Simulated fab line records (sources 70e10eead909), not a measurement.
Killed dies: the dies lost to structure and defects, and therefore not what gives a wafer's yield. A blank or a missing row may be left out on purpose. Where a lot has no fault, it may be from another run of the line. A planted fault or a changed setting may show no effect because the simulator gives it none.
Code-filled problem report in 8D (eight disciplines) form ; flow nandHarc ; the parts of the form that need people (team, actions taken, sign-off) are left out

== 1. WHAT IS WRONG ==
At NHARC_A_CHANNEL_HOLE_D2_CD_MEAS_10, cdNm averages 89.7 nm over 3 wafers from 2 lots, while fault-free wafers read 100.0 nm, standard deviation 0.49. That puts it -21 standard deviations away from the usual mean.
The step: target cd 100 nm.
The first sign was on wafer L935.4 at day 18 01:19, on cdSem-03. At this step, 25 wafers from 9 lots have a number in the record. The rule behind "out" and "out of limits": a value lying over 4 standard deviations away from the usual mean. All remaining wafers that have a number are taken as sound.

== 2. WHAT THIS IS AND IS NOT ==
question;is;is not
which readings at this step;cdNm;-
which lots;L935, L937;L924, L926, L934, L938, L942, L943, L944
which wafers of those lots;L935.4, L935.6, L937.1;L935.5
read on which gauges;cdSem-02, cdSem-03;cdSem-01
when;from day 18 01:19;"up to then (10 sound wafers); but 12 sound wafers of L938, L942, L943, L944 came after"

== 3. SUSPECTS, AND WHAT RULES EACH OUT ==
Counting: any tool at a process step up to the reading remains a suspect provided it ran every lot that is out. Sound lots after the first of them don't rule it out here, since some wafers of a struck lot are sound.
- the gauge at NHARC_A_CHANNEL_HOLE_D2_CD_MEAS_10: ruled out. The wafers that are out were read on 2 gauges (cdSem-02, cdSem-03).
- lithoTrack-06 at NHARC_A_CHANNEL_HOLE_D2_PEB_08 (peb time 65 s): kept. It processed each lot that is out (first: L935, day 18 01:13); up to then, its last sound lot is L926 (day 14 10:01). Its own readings are out on those wafers: heaterPowerTotalW.
After counting, what remains is lithoTrack-06 at NHARC_A_CHANNEL_HOLE_D2_PEB_08.

== 4. THE CAUSE (what the simulator had put in) ==
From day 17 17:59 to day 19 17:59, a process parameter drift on lithoTrack-06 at NHARC_A_CHANNEL_HOLE_D2_PEB_08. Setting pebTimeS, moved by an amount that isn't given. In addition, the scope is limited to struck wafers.
Counting left only this tool.

== 5. THE CHAIN OF EFFECTS, in route order ==
Each row: a reading where the mean over the struck wafers with a number is more than 3 standard deviations away from the usual. Only readings whose record carries a usual standard deviation are examined. hours: median over the lots of the time between each lot's start at the first step of this table that gives one and its start at this step. sigmas: the change, counted in usual standard deviations.
hours;step;reading;usual;on struck wafers;change;sigmas
0;NHARC_A_CHANNEL_HOLE_D2_PEB_08;heaterPowerTotalW;156.7 W;188.0;+31.3;+76
0;NHARC_A_CHANNEL_HOLE_D2_CD_MEAS_10;cdNm;100.0 nm;89.7;-10.3;-21
3;NHARC_A_CHANNEL_HOLE_D2_CD_MEAS_18;cdNm;99.9 nm;88.7;-11.2;-4.7
19;NHARC_A_CHANNEL_HOLE_D2_CD_MEAS_31;cdNm;89.9 nm;80.8;-9.1;-7.0
22;NHARC_A_CHANNEL_HOLE_D2_XSEM_32;botCdNm;74.4 nm;65.5;-8.9;-6.4
Its process steps:
- NHARC_A_CHANNEL_HOLE_D2_PEB_08: peb time 65 s.
- NHARC_A_CHANNEL_HOLE_D2_XSEM_32
Later measuring or inspecting steps at which every struck wafer that the step has a row for has a number for every such reading, and none has moved that far: NHARC_END_SORT_01.

== 6. WHAT WOULD HAVE CAUGHT IT SOONER ==
The first out-of-limits reading at a measuring or inspecting step in this record came at day 18 01:19, 7 hours after the fault's start at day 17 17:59.
At NHARC_A_CHANNEL_HOLE_D2_PEB_08, the tool's own readings (heaterPowerTotalW) were out on each struck wafer the step has a row for, so an alarm limit on them would have fired on the first such wafer.
L937, from the lots that are out (2), started NHARC_A_CHANNEL_HOLE_D2_PEB_08 on lithoTrack-06 later than day 18 01:19. Putting the tool on hold at that point would have spared it.
